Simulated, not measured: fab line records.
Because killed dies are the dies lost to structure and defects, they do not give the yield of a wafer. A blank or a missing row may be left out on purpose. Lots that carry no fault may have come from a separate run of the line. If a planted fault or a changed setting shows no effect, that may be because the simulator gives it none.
fab line records / flow n5-finfet
[record] lots = 4 wafers = 12 last-day = 15
route steps=1938 shown BEOL_M5@1178 BEOL_M6@1194 PASSIVATION@1936
lots that met no fault: from a run of the same line without faults
start-h: start of the lot's first displayed wafer, in hours after the record's first day / wait-h: how many hours have passed since the lot's step before this one / " same as the row above / L1.1+2: a single row standing in for several wafers / - no value, or no start given / * or withheld: withheld / < > ~ a bound
route shown NAME@n: a module of which the file shows steps, and the number in the route of the first / usual: average and standard deviation across the fault-free wafers / same: alike in all rows / chamber/n: place in a boat / sites: the reading at each site / _std_site: standard deviation of those values / _edge_site: outer sites' mean less inner sites' / radius-mm: how far each site lies from the wafer's centre / mask NAME#n: copy n / behind: tool/chamber where the wafer was last shaped / hold: reason for holding the lot/hours on hold/outcome of the hold / device: whichever transistor did not switch (one of n, p or np) / end of line: tests of these same wafers at the route's end / for a step that has no rows: nothing shown but its recipe / killed: at the first sort, the dies lost to defects and structure; wafer yield is something else / map: shows each die of a wafer: x if killed, . if not, _ if none is there
set.NAME: the run value of the setting; set.NAME@STEP: its run value at that earlier step / model.NAME: the simulator's own value behind a step, which no gauge read
certain route steps with their lots: each step a table, each wafer a row
services: when a tool's chamber went out of use (start-h, in hours from the record's first day, below 0 if earlier), for how many hours, and the reason
[[steps]]
[step N5_BEOL_M5_ANNEAL_82]
[recipe] temp-c = 400 time-s = 1800 ambient = vacuum
[step N5_BEOL_M5_SPUTTER_83]
[recipe] material = Cu target-thk-a = 150 temp-c = -20 chamber-pressure-pa = 0.07 power-w = withheld time-s = 27.62
[step N5_BEOL_M5_ANNEAL_84]
[recipe] temp-c = 400 time-s = 1800 ambient = vacuum
[step N5_BEOL_M5_SPUTTER_88]
[recipe] material = Cu target-thk-a = 150 temp-c = -20 chamber-pressure-pa = 0.07 power-w = withheld time-s = 27.62
[step N5_BEOL_M5_ANNEAL_89]
[recipe] temp-c = 400 time-s = 1800 ambient = vacuum
[step N5_BEOL_M5_SPUTTER_90]
[recipe] material = Cu target-thk-a = 45 temp-c = -20 chamber-pressure-pa = 0.07 power-w = withheld time-s = 8.29
[step N5_BEOL_M5_ECD_50]
[recipe] material = Cu target-thk-a = 3000
[step N5_BEOL_M5_ANNEAL_51]
[recipe] temp-c = 225 time-s = 90 ambient = N2
[step N5_BEOL_M5_CMP_52]
[recipe] stop-on = SiCOH_lowk t-overpolish-s = 6.9 down-force-psi = 1 platen-rpm = 50 clearing-platen-down-force-psi = 1.5 clearing-platen-rpm = 50 post-cmp-clean = cu-alkaline target-thk-nm = 62 clearing-platen-pad-velocity-m-s = 0.99484 pad-velocity-m-s = 0.99484
[step N5_BEOL_M5_PRE_CLEAN_77]
[recipe] gas = NH3/H2 time-s = 15 temp-c = * rf-power-w = 300
[step N5_BEOL_M5_CO_CAP_78]
[recipe] material = Co target-thk-a = 20 temp-c = 200 precursor = CCTBA/H2 pressure-torr = 30 time-s = 102.1
[step N5_BEOL_M5_PRE_CLEAN_55]
[recipe] gas = NH3 time-s = 15 temp-c = withheld rf-power-w = 300
lot.wafer=L284.1+2+5 tool=pecvd-04 chamber=1,0,1 start-h=221.35 wait-h=0.1
lot.wafer=L288.2+3+6 tool=pecvd-04 chamber=0,1,2 start-h=249.30 wait-h=0.1
lot.wafer=L292.2+3+6 tool=pecvd-04 chamber=0,2,2 start-h=272.39 wait-h=0.1
lot.wafer=L295.3+5+6 tool=pecvd-01 chamber=1,2,0 start-h=279.73 wait-h=0.1
[step N5_BEOL_M5_DEP_56]
[recipe] material = SiCN target-thk-a = 80 temp-c = withheld precursor = 3MS/NH3 pressure-torr = 3 rf-w = 202 time-s = 14
[step N5_BEOL_M5_INSPECT_58]
[recipe] inspect-instrument = darkfield mode = post-dep
[usual] raw-defect-count = 63/18
lot.wafer=L284.1 tool=defect-inspect-01 chamber=- start-h=221.47 wait-h=0.0 raw-defect-count=81
lot.wafer=L284.2 tool=defect-inspect-01 chamber=- start-h=221.47 wait-h=0.0 raw-defect-count=56
lot.wafer=L284.5 tool=defect-inspect-01 chamber=- start-h=221.47 wait-h=0.0 raw-defect-count=68
lot.wafer=L288.2 tool=defect-inspect-01 chamber=- start-h=249.42 wait-h=0.0 raw-defect-count=577
lot.wafer=L288.3 tool=defect-inspect-01 chamber=- start-h=249.42 wait-h=0.0 raw-defect-count=54
lot.wafer=L288.6 tool=defect-inspect-01 chamber=- start-h=249.42 wait-h=0.0 raw-defect-count=52
lot.wafer=L292.2 tool=defect-inspect-02 chamber=- start-h=272.51 wait-h=0.0 raw-defect-count=529
lot.wafer=L292.3 tool=defect-inspect-02 chamber=- start-h=272.51 wait-h=0.0 raw-defect-count=26
lot.wafer=L292.6 tool=defect-inspect-02 chamber=- start-h=272.51 wait-h=0.0 raw-defect-count=31
lot.wafer=L295.3 tool=defect-inspect-02 chamber=- start-h=279.85 wait-h=0.0 raw-defect-count=57
lot.wafer=L295.5 tool=defect-inspect-02 chamber=- start-h=279.85 wait-h=0.0 raw-defect-count=51
lot.wafer=L295.6 tool=defect-inspect-02 chamber=- start-h=279.85 wait-h=0.0 raw-defect-count=70
[step N5_BEOL_M6_ILD_DEP_00]
[recipe] material = SiCOH_lowk target-thk-a = 1797.5 temp-c = 300 precursor = DEMS/porogen pressure-torr = 5 rf-w = 500 time-s = 33.4
[step N5_BEOL_M6_CURE_74]
[recipe] temp-c = 385 time-s = 240 ambient = He/Ar material = SiCOH_lowk
[step N5_BEOL_M6_PECVD_70]
[recipe] material = SiO2 target-thk-a = 200 temp-c = 400 precursor = TEOS/O2 pressure-torr = 5.5 rf-w = 450 teos-flow-sccm = 53.8 gas = O2 flow-sccm = 3000 time-s = 22.7
[step N5_BEOL_M6_HM_DEP_02]
[recipe] material = TiN target-thk-a = 200 temp-c = 25 chamber-pressure-pa = 0.49996
[step N5_BEOL_M6_COAT_59]
[recipe] resist = SOC temp-c = 250 time-s = 60 spin-rpm = 1500 resist-thk-nm = 100
[step N5_BEOL_M6_COAT_60]
[recipe] resist = SiARC temp-c = 220 time-s = 60 spin-rpm = 1500 resist-thk-nm = 35
[step N5_BEOL_M6_COAT_05]
[recipe] resist = CAR-ArF spin-rpm = 1500 resist-thk-nm = 90
[step N5_BEOL_M6_EBR_07]
[recipe] solvent = PGMEA ebr-width-mm = 1.5
[step N5_BEOL_M6_SOFTBAKE_06]
[recipe] temp-c = 110 time-s = 60 resist = CAR-ArF
[step N5_BEOL_M6_EXPOSE_08]
[recipe] mask-id = M6 na = 1.35 source-shape = dipole sigma-inner = 0.817 sigma-outer = 0.97 polarization = te dose-mj = 68.25
[step N5_BEOL_M6_PEB_09]
[recipe] peb-temp-c = withheld peb-time-s = 60 resist = CAR-ArF
[step N5_BEOL_M6_DEVELOP_10]
[recipe] develop-time-s = 30 developer = TMAH resist = CAR-ArF rinse-liquid = diw dry = air-spin dev-temp-c = 23
[step N5_BEOL_M6_INSPECT_13]
[recipe] mode = adi inspect-instrument = brightfield
[usual] raw-defect-count = 391/85
lot.wafer=L284.1 tool=defect-inspect-01 chamber=- start-h=224.36 wait-h=0.0 raw-defect-count=419
lot.wafer=L284.2 tool=defect-inspect-01 chamber=- start-h=224.36 wait-h=0.0 raw-defect-count=339
lot.wafer=L284.5 tool=defect-inspect-01 chamber=- start-h=224.36 wait-h=0.0 raw-defect-count=388
lot.wafer=L288.2 tool=defect-inspect-02 chamber=- start-h=251.01 wait-h=0.0 raw-defect-count=795
lot.wafer=L288.3 tool=defect-inspect-02 chamber=- start-h=251.01 wait-h=0.0 raw-defect-count=418
lot.wafer=L288.6 tool=defect-inspect-02 chamber=- start-h=251.01 wait-h=0.0 raw-defect-count=372
lot.wafer=L292.2 tool=defect-inspect-02 chamber=- start-h=274.54 wait-h=0.0 raw-defect-count=893
lot.wafer=L292.3 tool=defect-inspect-02 chamber=- start-h=274.54 wait-h=0.0 raw-defect-count=279
lot.wafer=L292.6 tool=defect-inspect-02 chamber=- start-h=274.54 wait-h=0.0 raw-defect-count=290
lot.wafer=L295.3 tool=defect-inspect-02 chamber=- start-h=283.07 wait-h=0.0 raw-defect-count=384
lot.wafer=L295.5 tool=defect-inspect-02 chamber=- start-h=283.07 wait-h=0.0 raw-defect-count=324
lot.wafer=L295.6 tool=defect-inspect-02 chamber=- start-h=283.07 wait-h=0.0 raw-defect-count=331
[step N5_BEOL_M6_DESCUM_16]
[recipe] chemistry = O2 time-s = 7.9 source-power-w = 50 bias-power-w = 20 pressure-mtorr = 20 rf-frequency-hz = 2.712e+07 temp-c = 40 resist = CAR-ArF o2-flow-sccm = 225
[step N5_BEOL_M6_ETCH_61]
[recipe] chemistry = CF4 target = SiARC target-depth-a = 455 mask-material = CAR-ArF time-s = 75.8 ion-energy-ev = 80 pressure-mtorr = 40 source-w = 545 bias-w = 36 Ar_flow_sccm = 100 cf4-flow-sccm = 100 ends = cleared
[step N5_BEOL_M6_ETCH_62]
[recipe] chemistry = N2/H2 target = SOC target-depth-a = 1100 overetch-a = 220 mask-material = SiARC temp-c = 40 time-s = 165 ion-energy-ev = 200 pressure-mtorr = 30 source-w = 840 bias-w = 150 n2-flow-sccm = 200 h2-flow-sccm = 200
[step N5_BEOL_M6_STRIP_68]
[recipe] chemistry = N2/H2 temp-c = 40 n2-flow-sccm = 200 h2-flow-sccm = 200 rf-frequency-hz = 6e+07
[step N5_BEOL_M6_STRIP_67]
[recipe] chemistry = CF4 resist = SiARC power-w = 300 bias-power-w = 75 pressure-mtorr = 50 cf4-flow-sccm = 150 rf-frequency-hz = 6e+07
[step N5_BEOL_M6_HM_OPEN_17]
[recipe] chemistry = Cl2/BCl3 target-depth-a = 200 overetch-a = 60 target = TiN mask-material = SOC ion-energy-ev = 150 pressure-mtorr = 10 icp-w = 1000 bias-w = 126 Cl2_flow_sccm = 53.25 bcl3-flow-sccm = 21.75 Ar_flow_sccm = 25
[step N5_BEOL_M6_STRIP_19]
[recipe] chemistry = O2 power-w = 400 temp-c = 40 pressure-mtorr = 30 rf-frequency-hz = 6e+07 bias-power-w = 0 overash-fraction = 0.2 o2-flow-sccm = 225
[step N5_BEOL_M6_COAT_63]
[recipe] resist = SOC temp-c = 250 time-s = 60 spin-rpm = 1500 resist-thk-nm = 60
[step N5_BEOL_M6_COAT_64]
[recipe] resist = SiARC temp-c = 220 time-s = 60 spin-rpm = 1500 resist-thk-nm = 12
[step N5_BEOL_M6_INSPECT_30]
[recipe] mode = adi inspect-instrument = brightfield
[usual] raw-defect-count = 406/94
lot.wafer=L284.1 tool=defect-inspect-01 chamber=- start-h=225.28 wait-h=0.1 raw-defect-count=406
lot.wafer=L284.2 tool=defect-inspect-01 chamber=- start-h=225.28 wait-h=0.1 raw-defect-count=343
lot.wafer=L284.5 tool=defect-inspect-01 chamber=- start-h=225.28 wait-h=0.1 raw-defect-count=391
lot.wafer=L288.2 tool=defect-inspect-01 chamber=- start-h=253.09 wait-h=0.0 raw-defect-count=766
lot.wafer=L288.3 tool=defect-inspect-01 chamber=- start-h=253.09 wait-h=0.0 raw-defect-count=368
lot.wafer=L288.6 tool=defect-inspect-01 chamber=- start-h=253.09 wait-h=0.0 raw-defect-count=317
lot.wafer=L292.2 tool=defect-inspect-01 chamber=- start-h=277.06 wait-h=0.0 raw-defect-count=803
lot.wafer=L292.3 tool=defect-inspect-01 chamber=- start-h=277.06 wait-h=0.0 raw-defect-count=260
lot.wafer=L292.6 tool=defect-inspect-01 chamber=- start-h=277.06 wait-h=0.0 raw-defect-count=268
lot.wafer=L295.3 tool=defect-inspect-02 chamber=- start-h=285.84 wait-h=0.0 raw-defect-count=373
lot.wafer=L295.5 tool=defect-inspect-02 chamber=- start-h=285.84 wait-h=0.0 raw-defect-count=332
lot.wafer=L295.6 tool=defect-inspect-02 chamber=- start-h=285.84 wait-h=0.0 raw-defect-count=350
[step N5_PASSIVATION_PROBE_49]
[usual] defect-limited-yield = 91.2/1.5 killed_at_M0_to_M3 = 32/9.6 killed_at_M4_up = 13/5.3 killed-at-contacts = 13/6.7 killed-at-front-end = 42/11 killed-at-other = 3.8/2.9 killed-dies = 103/17 killed-on-rim = 14/4.4 killed-open = 67/13 killed-short = 35/7.9 sort_bin_5_function = 5.2/0.94 sort_bin_6_memory = 3.3/0.64 sort-n-pass = 1077/17 sort-yield-pct = 91.2/1.5
[same] gross-dies = 1180 killed-at-back-side = 0 sort_bin_4_leakage[%] = 0 sort_bin_8_speed[%] = 0
lot.wafer=L288.2 tool=prober-02 chamber=- start-h=348.01 wait-h=0.1 defect-limited-yield[%]=85.8 killed_at_M0_to_M3=49 killed_at_M4_up=95 killed-at-contacts=4 killed-at-front-end=16 killed-at-other=3 killed-dies=167 killed-on-rim=32 killed-open=56 killed-short=27 sort_bin_5_function[%]=8.8 sort_bin_6_memory[%]=3.9 sort-n-pass=1013 sort-yield-pct[%]=85.8
lot.wafer=L292.2 tool=prober-02 chamber=- start-h=371.22 wait-h=0.1 defect-limited-yield[%]=84.1 killed_at_M0_to_M3=50 killed_at_M4_up=88 killed-at-contacts=16 killed-at-front-end=34 killed-at-other=0 killed-dies=188 killed-on-rim=36 killed-open=69 killed-short=38 sort_bin_5_function[%]=9.9 sort_bin_6_memory[%]=4.1 sort-n-pass=992 sort-yield-pct[%]=84.1
// killed by level:class
L288.2 BEOL_M5:unspecified=84 BEOL_M1:geometric-particle:open=12 BEOL_M0_SAQP:geometric-particle:open=9 BEOL_M0_SAQP:geometric-particle:short=8 FIN_SAQP:geometric-particle:open=6 BEOL_M1:geometric-particle:short=6 BEOL_M3:geometric-particle:open=6 MOL_CONTACT_COAG:geometric-particle:open=4
L292.2 BEOL_M5:unspecified=80 BEOL_M0_SAQP:geometric-particle:open=20 BEOL_M0_SAQP:geometric-particle:short=17 MOL_CONTACT_COAG:geometric-particle:open=13 FIN_SAQP:geometric-particle:open=9 FIN_SAQP:geometric-particle:short=6 STI_FIN_REVEAL:geometric-particle:open=6 GATE_CUT:geometric-particle:short=3
// map L288.2 (x killed, . not)
_________________..x.........________________
______________.......x.........._____________
___________...x....................__________
__________x....xx.........x........._________
________........................x....._______
_______........................x.......______
______.....x.....x.x.......x............_____
_____..........x.........................____
____xx.......x............................___
___.x.x...x.x......x.x...x..x..x..x........__
___....x....x...............xx......x......__
__............................x...........x._
__.......x...................x.......x......_
_............x.............................x.
_.........xx.................................
_.....x...x..x.................x............x
_...x...................x...........x........
_...x............................x.......x...
_.............................x......x.......
_.........x.................x....x..........x
_.....x.................................x....
__.........................................._
__..x......................................._
___...................x.xx.............x...__
___.........x....x.....x....x........x...x.__
____............x.xx..........x...........___
_____..........x...x.xx..................____
______.........xxx.xxxx.........x......._____
_______x....x.xx.xxxxxxxx..............______
________.x....xxxxxxxxxx.x.......x...._______
__________x..xxxxxxxxxxx.x...x......_________
___________..xxxxxxxxxxxxxx..x.....__________
______________xxxxxxxxxxxxxxx..x_____________
_________________xxxxxxxxxx..________________
// map L292.2 (x killed, . not)
_________________..x......x..________________
______________.x..x.x..........._____________
___________...........xx...........__________
__________.......x....x..x.........x_________
________........x...............x....._______
_______....x.......xx..............x...______
______x...x.........x..x................_____
_____.x.x....x......x...x................____
____...............x...........x...x......___
___.............x....x.xx..............x...__
___.................x..x..x...............x__
__...........x...........x........x........x_
__................x..................x......_
_...............x..x...x.......x.............
_..................x...........x......x......
_....x....x...........x...............x.....x
_.......x....................................
_x....................x......x.............xx
_..........x....x................x........x..
_...x......x............x.......x.........x..
_.x............x.....x.......................
__............x.............x..x......x...x._
__..x........x.............................._
___.x............x...xx.........x..........__
___................x....................x.x__
____....x.........xx....................x.___
_____x......x.......x....x............x..____
______...........xxxxx.xxx.x...........x_____
_______..x...x.xxxxxxxxxx.x.x..........______
________x...xx.xxxxxxxxx..x........x.._______
__________..xxxxxxxxxxxxxx....x....._________
___________.xx.xxxxxxxxxxx.........__________
______________xxxxxxxxxxx.x.x..._____________
_________________xxxxxxxxxxx.________________
[[services]]
tool=pecvd-04 chamber=0 start-h=228.16 hours=5.5 kind=scheduled-down
[[key]]
[first-sign] step = N5_BEOL_M5_INSPECT_58 reading = raw-defect-count direction = up sigmas = 28 usual = 63 struck = 553
[effect] step = N5_BEOL_M6_INSPECT_13 reading = raw-defect-count direction = up sigmas = 5.3 usual = 391 struck = 844
[effect] step = N5_BEOL_M6_INSPECT_30 reading = raw-defect-count direction = up sigmas = 4 usual = 406 struck = 784
[effect] step = N5_PASSIVATION_PROBE_49 reading = killed_at_M4_up direction = up sigmas = 15 usual = 13 struck = 92
[more-kills-born-at] N5_BEOL_M5_PRE_CLEAN_55@pecvd-04 = 164
met-at N5_BEOL_M5_PRE_CLEAN_55
struck-wafers L288.2,L292.2
onset-between 221.35 249.30
[fault] kind = chamber-particle-source tool = pecvd-04 chamber = 0 onset-h = 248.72 steps = N5_BEOL_M5_PRE_CLEAN_55 rate-per-visit-cm2 = 0.78231 end-h = 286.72
